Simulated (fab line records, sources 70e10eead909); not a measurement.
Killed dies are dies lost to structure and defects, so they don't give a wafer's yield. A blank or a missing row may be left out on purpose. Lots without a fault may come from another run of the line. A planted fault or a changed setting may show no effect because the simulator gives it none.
fab line records | flow nand_harc
record lots=6 wafers=18 last_day=33
route steps=1302 shown P_ZERO_WELL@15 END@1302
lots that met no fault: from a run of the same line without faults
start_h: hours from the record's first day to the start of the lot's first wafer shown | wait_h: hours since the lot's step before | " the same as in the row above | L1.1+2: a row that stands for several wafers | - no value, or no start given | * or withheld: withheld | < > ~ a bound
route shown NAME@n: a module of which the file shows steps, and the number in the route of the first | usual: mean/standard deviation of fault-free wafers | same: alike in all rows | chamber/n: place in a boat | sites: the reading at each site | _std_site: their standard deviation | _edge_site: outer sites' mean less inner sites' | radius_mm: how far each site lies from the wafer's centre | mask NAME#n: copy n | behind: the tool/chamber that last shaped the wafer | hold: why the lot was held/for how many hours/how that ended | device: the transistor (n, p or np) that didn't switch | end of line: the same wafers' tests at the end of the route | a step without rows: its recipe alone | killed: dies lost to structure and defects at the first sort, not the wafer's yield | map: a wafer's dies, x killed, . not, _ none there
set.NAME: the setting as run; set.NAME@STEP: as run at that earlier step | model.NAME: the simulator's own value behind a step, which no gauge read
lots at some steps of the route; a table a step, a row a wafer
services: from which hour (start_h, from the record's first day; less than 0 if before it) a tool's chamber was out of use, for how many hours, and why
## steps
# step NHARC_P_ZERO_WELL_HARDBAKE_12
# recipe temp_c=118 time_s=65
# step NHARC_P_ZERO_WELL_DESCUM_13
# recipe time_s=3 o2_flow_sccm=200 ar_flow_sccm=0 bias_power_w=0 chemistry=O2
# usual drypump_motor_current_A=5.7/0.46 oes_product_au=0.995/0.0093 rf_vpp_V=57.9/0.87 showerhead_plenum_p_Torr=1.94/0.078 throttle_valve_pct=11.311/0.0087
# columns lot.wafer tool chamber start_h wait_h drypump_motor_current_A oes_product_au rf_hours_counter_h rf_vpp_V showerhead_plenum_p_Torr throttle_valve_pct
L214.2 rie_diel-09 3 91.40 - 5.6 0.999 33 58.6 1.99 11.314
L214.4 " 0 " " 5.2 1.014 34 56.0 1.91 11.305
L214.6 " 3 " " 5.6 0.996 - 58.8 1.99 11.311
L215.3 rie_diel-09 1 101.29 - 6.0 0.982 36 59.0 2.02 11.314
L215.1 " 0 " " 5.2 1.008 37 57.4 1.91 11.325
L215.6 " 1 " " 6.0 0.970 - 57.3 2.02 11.319
L223.1 rie_diel-09 1 181.26 - 6.0 0.994 4 58.9 2.01 11.322
L223.3 " 2 " " 5.2 0.995 6 58.4 1.88 11.303
L223.4 " 0 " " 5.2 1.003 7 57.1 1.90 11.311
L224.4 rie_diel-10 0 191.42 - 5.4 0.997 35 57.4 1.95 11.322
L224.6 " 1 " " 6.4 0.993 - 57.4 1.93 11.335
L224.5 " 2 " " 6.0 1.003 - 59.1 2.06 11.315
L225.3 rie_diel-09 0 201.41 - 5.2 1.004 15 57.7 1.90 11.304
L225.2 " 1 " " 6.0 0.994 12 58.3 2.01 11.325
L225.5 " 3 " " 5.6 0.996 - 58.5 1.98 11.304
L229.3 rie_diel-03 0 241.33 - 6.0 1.005 41 57.9 1.82 11.301
L229.2 " 3 " " 5.9 0.976 41 57.9 2.01 11.301
L229.5 " 0 " " 5.9 0.993 - 56.9 1.82 11.313
# step NHARC_P_ZERO_WELL_ETCH_65
# recipe target_depth_a=800 overetch_a=240 time_s=87.88 ion_energy_ev=200 n2_flow_sccm=150 h2_flow_sccm=150 ar_flow_sccm=0 rf_w=400 bias_w=150 chemistry=N2/H2
# usual drypump_motor_current_A=5.7/0.46 oes_product_au=0.997/0.01 rf_vpp_V=431.4/2.4 showerhead_plenum_p_Torr=2.07/0.085 throttle_valve_pct=14.172/0.0089
# columns lot.wafer tool chamber start_h wait_h drypump_motor_current_A oes_product_au rf_hours_counter_h rf_vpp_V showerhead_plenum_p_Torr throttle_valve_pct
L214.4 rie_diel-09 3 91.49 0.1 5.6 1.002 34 432.8 2.12 14.180
L214.2 " 0 " " 5.2 1.019 34 430.2 2.04 14.184
L214.6 " 2 " " 5.2 0.995 - 430.1 2.01 14.154
L215.3 rie_diel-09 2 101.40 0.1 5.2 0.993 36 430.9 2.00 14.164
L215.1 " 0 " " 5.2 1.015 37 431.6 2.04 14.177
L215.6 " 2 " " 5.2 0.996 - 430.5 2.00 14.161
L223.1 rie_diel-09 3 181.35 0.1 5.6 1.003 7 432.3 2.11 14.172
L223.3 " 1 " " 6.0 0.993 4 434.0 2.15 14.170
L223.4 " 2 " " 5.2 0.996 6 428.8 2.00 14.185
L224.4 rie_diel-10 3 191.53 0.1 4.7 0.972 45 430.3 2.05 14.171
L224.5 " 2 " " 6.1 0.982 - 432.6 2.20 14.182
L224.6 " 3 " " 4.7 0.990 - 431.9 2.05 14.175
L225.3 rie_diel-09 3 201.48 0.1 5.6 0.999 14 432.1 2.11 14.160
L225.2 " 2 " " 5.2 0.984 12 430.1 2.00 14.176
L225.5 " 3 " " 5.6 1.009 - 432.5 2.11 14.183
L229.2 rie_diel-03 3 241.41 0.1 5.9 0.991 41 432.3 2.14 14.179
L229.3 " 2 " " 5.4 0.994 41 430.8 2.15 14.165
L229.5 " 0 " " 5.9 1.001 - 427.7 1.94 14.161
# step NHARC_P_ZERO_WELL_ETCH_62
# recipe target_depth_a=130 time_s=6.5 chf3_flow_sccm=50 ar_flow_sccm=200 rf_w=500 bias_w=200 chemistry=CHF3/Ar
# usual drypump_motor_current_A=5.6/0.46 oes_product_au=0.957/0.017 rf_vpp_V=371.4/2.1 showerhead_plenum_p_Torr=2.38/0.088 throttle_valve_pct=20.217/0.009
# columns lot.wafer tool chamber start_h wait_h drypump_motor_current_A oes_product_au rf_hours_counter_h rf_vpp_V showerhead_plenum_p_Torr throttle_valve_pct
L214.2 rie_diel-09 0 - - 5.2 0.973 35 369.5 2.34 20.216
L214.4 " 1 " " 6.0 0.934 33 373.2 2.47 20.224
L214.6 " 2 " " 5.2 0.946 - 368.4 2.31 20.215
L215.1 rie_diel-09 0 - - 5.2 0.934 37 369.8 2.34 20.216
L215.3 " 2 " " 5.2 0.916 36 370.4 2.31 20.215
L215.6 " 1 " " 6.0 0.913 - 372.9 2.47 20.206
L223.4 rie_diel-09 2 - - 5.2 0.960 6 369.5 2.30 20.215
L223.1 " 0 " " 5.2 0.974 7 370.1 2.33 20.221
L223.3 " 1 " " 6.0 0.961 4 372.1 2.46 20.215
L224.4 rie_diel-10 2 - - 6.1 0.949 42 375.4 2.52 20.216
L224.6 " 0 " " 5.4 0.959 - 372.3 2.38 20.228
L224.5 " 1 " " 6.4 0.939 - 370.8 2.37 20.214
L225.2 rie_diel-09 2 - - 5.2 0.952 12 370.3 2.30 20.222
L225.3 " 3 " " 5.6 0.964 14 372.7 2.42 20.222
L225.5 " 1 " " 6.0 0.962 - 372.9 2.46 20.218
L229.2 rie_diel-03 2 - - 5.4 0.984 41 374.1 2.46 20.205
L229.3 " 0 " " 5.9 0.961 41 368.7 2.23 20.205
L229.5 " 2 " " 5.4 0.976 - 372.2 2.46 20.230
# step NHARC_P_ZERO_WELL_ETCH_63
# recipe target_depth_a=1200 time_s=40.1 hbr_flow_sccm=150 cl2_flow_sccm=50 rf_w=400 icp_w=400 bias_w=100 chemistry=HBr/Cl2
# usual drypump_motor_current_A=5.8/0.49 oes_product_au=0.998/0.011 throttle_valve_pct=26.407/0.01
# columns lot.wafer tool chamber start_h wait_h drypump_motor_current_A oes_product_au rf_hours_counter_h throttle_valve_pct
L214.2 rie_si-06 0 92.11 - 5.5 1.015 0.0 26.393
L214.4 " 1 " " 5.5 1.006 0.1 26.408
L214.6 " 0 " " 5.5 1.030 - 26.409
L215.3 rie_si-06 2 101.57 - 6.1 1.016 0.1 26.391
L215.1 " 1 " " 5.6 1.001 0.1 26.407
L215.6 " 2 " " 6.1 1.011 - 26.396
L223.3 rie_si-04 1 181.52 - 6.0 0.995 0.1 26.426
L223.1 " 3 " " 5.2 0.984 0.0 26.415
L223.4 " 0 " " 5.1 1.008 0.1 26.391
L224.4 rie_si-04 2 191.73 - 6.3 0.997 0.1 26.413
L224.6 " 0 " " 5.0 1.007 - 26.398
L224.5 " 1 " " 6.0 0.995 - 26.400
L225.3 rie_si-04 0 201.67 - 5.1 1.002 0.2 26.399
L225.2 " 1 " " 6.0 1.002 0.2 26.427
L225.5 " 0 " " 5.1 1.013 - 26.395
L229.2 rie_si-04 2 241.60 - 6.3 0.990 0.3 26.404
L229.3 " 3 " " 5.2 0.994 0.3 26.405
L229.5 " 2 " " 6.3 0.993 - 26.409
# step NHARC_P_ZERO_WELL_STRIP_15
# recipe time_s=900 temp_c=130 chemistry=SPM
# step NHARC_P_ZERO_WELL_DEHYDRATE_16
# recipe temp_c=150 time_s=120
# step NHARC_P_ZERO_WELL_HMDS_17
# recipe time_s=30
# step NHARC_P_ZERO_WELL_COAT_18
# recipe spin_rpm=withheld
# step NHARC_P_ZERO_WELL_SOFTBAKE_19
# recipe temp_c=122 time_s=95
# step NHARC_P_ZERO_WELL_EBR_20
# step NHARC_P_ZERO_WELL_EXPOSE_21
# recipe na=0.6 target_cd_nm=720 dose_mj=22.31 mask_id=P_NWELL
# step NHARC_P_ZERO_WELL_PEB_22
# recipe peb_temp_c=118 peb_time_s=85
# usual heater_power_total_W=163.93/0.28 plate_temp_C=117.99/0.13
# columns lot.wafer tool chamber start_h wait_h heater_power_total_W plate_temp_C
L214.2 litho_track-02 0 92.95 0.1 163.73 118.03
L214.4 " 0 " " 163.65 117.99
L214.6 " 0 " " 164.02 118.04
L215.1 litho_track-05 0 102.40 0.1 163.65 118.06
L215.3 " 0 " " 163.62 118.05
L215.6 " 0 " " 163.70 118.12
L223.1 litho_track-05 0 182.36 0.1 160.36 115.65
L223.3 " 0 " " 159.98 115.55
L223.4 " 0 " " 159.95 115.61
L224.4 litho_track-05 0 192.55 0.0 160.19 116.00
L224.5 " 0 " " 160.29 115.87
L224.6 " 0 " " 160.45 116.06
L225.2 litho_track-02 0 202.50 0.1 164.40 117.69
L225.3 " 0 " " 164.03 118.03
L225.5 " 0 " " 164.31 118.00
L229.2 litho_track-07 0 242.30 0.1 164.39 117.83
L229.3 " 0 " " 163.66 117.89
L229.5 " 0 " " 164.14 117.84
# step NHARC_P_ZERO_WELL_DEVELOP_23
# recipe time_s=70
# step NHARC_END_SORT_01
# recipe temp_c=25
# usual killed_at_array=57/20 killed_at_other=1.3/1.4 killed_at_periphery=3.4/2.4 killed_dies=61/19 killed_open=2.9/1.8 killed_short=2.5/1.6
# same gross_dies=677
# columns lot.wafer tool chamber start_h wait_h killed_at_array killed_at_other killed_at_periphery killed_dies killed_open killed_short
L215.1 prober-02 0 652.15 2.5 103 2 4 109 1 2
L215.3 prober-02 0 653.76 3.1 101 3 3 107 1 1
L215.6 prober-02 0 656.18 4.0 69 5 1 75 1 1
L223.1 prober-02 0 734.48 2.5 82 1 3 86 4 3
L223.3 prober-02 0 736.07 3.1 72 1 8 81 6 3
L223.4 prober-02 0 736.87 3.4 68 4 3 75 6 1
L229.2 prober-02 0 785.21 2.8 58 2 2 62 2 4
L229.3 prober-02 0 786.01 3.1 68 2 0 70 2 3
L229.5 prober-02 0 787.60 3.7 76 1 3 80 2 3
# killed by level:class
L215.1 A_CHANNEL_HOLE_D2:chamber_film_flake=35 A_SLIT:chamber_film_flake=33 A_CHANNEL_HOLE_D1:chamber_film_flake=28 A_CONTACT:chamber_film_flake=4 THIN_TSV:chamber_film_flake=2 A_ONON_D1:geometric_particle:short=1 A_CHANNEL_HOLE_D2:geometric_particle:short=1 A_CHANNEL_HOLE_D2:geometric_particle:open=1
L215.3 A_CHANNEL_HOLE_D2:chamber_film_flake=35 A_SLIT:chamber_film_flake=32 A_CHANNEL_HOLE_D1:chamber_film_flake=24 A_CONTACT:chamber_film_flake=6 P_M1:chamber_film_flake=2 A_STAIRCASE:chamber_film_flake=2 THIN_TSV:chamber_film_flake=2 A_CHANNEL_HOLE_D1:geometric_particle:short=1
L215.6 A_SLIT:chamber_film_flake=29 A_CHANNEL_HOLE_D2:chamber_film_flake=17 A_CHANNEL_HOLE_D1:chamber_film_flake=15 THIN_TSV:chamber_film_flake=5 A_CONTACT:chamber_film_flake=4 A_CHANNEL_HOLE_D2:geometric_particle:short=1 A_BLC:geometric_particle:open=1 P_ZERO_WELL:chamber_film_flake=1
L223.1 A_SLIT:chamber_film_flake=35 A_CHANNEL_HOLE_D2:chamber_film_flake=18 A_CHANNEL_HOLE_D1:chamber_film_flake=12 A_CONTACT:chamber_film_flake=4 A_CHANNEL_FILL_D1:geometric_particle:short=2 A_STAIRCASE:chamber_film_flake=2 A_SGD_CUT:chamber_film_flake=2 A_BLC:chamber_film_flake=2
L223.3 A_SLIT:chamber_film_flake=25 A_CHANNEL_HOLE_D2:chamber_film_flake=23 A_BLC:chamber_film_flake=5 P_STI:chamber_film_flake=5 A_CHANNEL_HOLE_D1:chamber_film_flake=5 A_CONTACT:chamber_film_flake=3 A_CHANNEL_FILL_D2:geometric_particle:open=2 P_BONDPAD:chamber_film_flake=2
L223.4 A_SLIT:chamber_film_flake=26 A_CHANNEL_HOLE_D2:chamber_film_flake=22 A_CHANNEL_HOLE_D1:chamber_film_flake=8 A_CONTACT:chamber_film_flake=3 THIN_TSV:chamber_film_flake=3 A_WL_FILL:geometric_particle:open=2 A_BLC:chamber_film_flake=2 P_CONTACT:geometric_particle:open=1
L229.2 A_CHANNEL_HOLE_D2:chamber_film_flake=25 A_SLIT:chamber_film_flake=21 A_CHANNEL_FILL_D1:geometric_particle:short=2 A_CONTACT:chamber_film_flake=2 THIN_TSV:chamber_film_flake=2 P_M1:geometric_particle:open=1 A_ONON_D2:geometric_particle:short=1 A_CHANNEL_HOLE_D2:geometric_particle:short=1
L229.3 A_SLIT:chamber_film_flake=32 A_CHANNEL_HOLE_D2:chamber_film_flake=24 A_CHANNEL_HOLE_D1:chamber_film_flake=2 A_STAIRCASE:chamber_film_flake=2 THIN_TSV:chamber_film_flake=2 A_ONON_D1:geometric_particle:open=1 A_CHANNEL_HOLE_D2:geometric_particle:short=1 A_CHANNEL_FILL_D2:geometric_particle:short=1
L229.5 A_SLIT:chamber_film_flake=34 A_CHANNEL_HOLE_D2:chamber_film_flake=26 A_CONTACT:chamber_film_flake=3 A_BLC:chamber_film_flake=3 P_STI:chamber_film_flake=2 A_STAIRCASE:chamber_film_flake=2 P_M1:geometric_particle:open=1 A_SOURCE_PLATE:geometric_particle:short=1
## services
# columns tool chamber start_h hours kind
rie_si-06 - 72.00 9.0 pm
rie_diel-09 0 75.62 - clean
rie_diel-09 1 75.62 - clean
rie_diel-09 2 75.62 - clean
rie_diel-09 3 75.62 - clean
litho_track-07 - 76.00 7.0 pm
rie_diel-09 0 100.12 - clean
rie_diel-09 1 100.12 - clean
rie_diel-09 2 100.12 - clean
rie_diel-09 1 103.60 1.6 repair
rie_diel-03 - 105.37 9.0 pm
litho_track-05 - 124.00 7.0 pm
rie_si-06 3 143.37 17.2 repair
rie_diel-09 - 147.79 1.0 repair
rie_diel-10 0 154.04 18.7 repair
rie_diel-03 2 162.43 8.3 repair
rie_diel-09 1 163.70 5.1 repair
rie_si-04 - 165.00 9.0 pm
rie_diel-10 2 169.91 4.2 repair
rie_diel-03 - 210.27 0.7 repair
rie_diel-10 3 214.92 5.4 repair
rie_si-06 2 223.63 4.8 repair
rie_si-04 - 226.09 14.9 repair
litho_track-02 - 227.00 7.0 pm
## key
first_sign step=NHARC_P_ZERO_WELL_PEB_22 reading=plate_temp_C direction=down sigmas=17 usual=* struck=*
effect step=NHARC_P_ZERO_WELL_PEB_22 reading=heater_power_total_W direction=down sigmas=13 usual=* struck=*
met_at NHARC_P_ZERO_WELL_PEB_22
struck_wafers L223.1,L223.3,L223.4,L224.4,L224.5,L224.6
tester_left_out L223,L224
onset_between 102.40 182.36
fault kind=process_parameter_drift tool=litho_track-05 chamber=- onset_h=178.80 steps=NHARC_P_ZERO_WELL_PEB_22 channel=peb_temp_c offset=* shape=step end_h=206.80 acts_in=* stated=*
# tester_left_out: of these lots the tester's yield and bins aren't shown, on N5 and GAA mostly nor the transistor test; their killed dies are dies lost to structure and defects alone, not to doping, threshold or leakage, so they don't give the yield
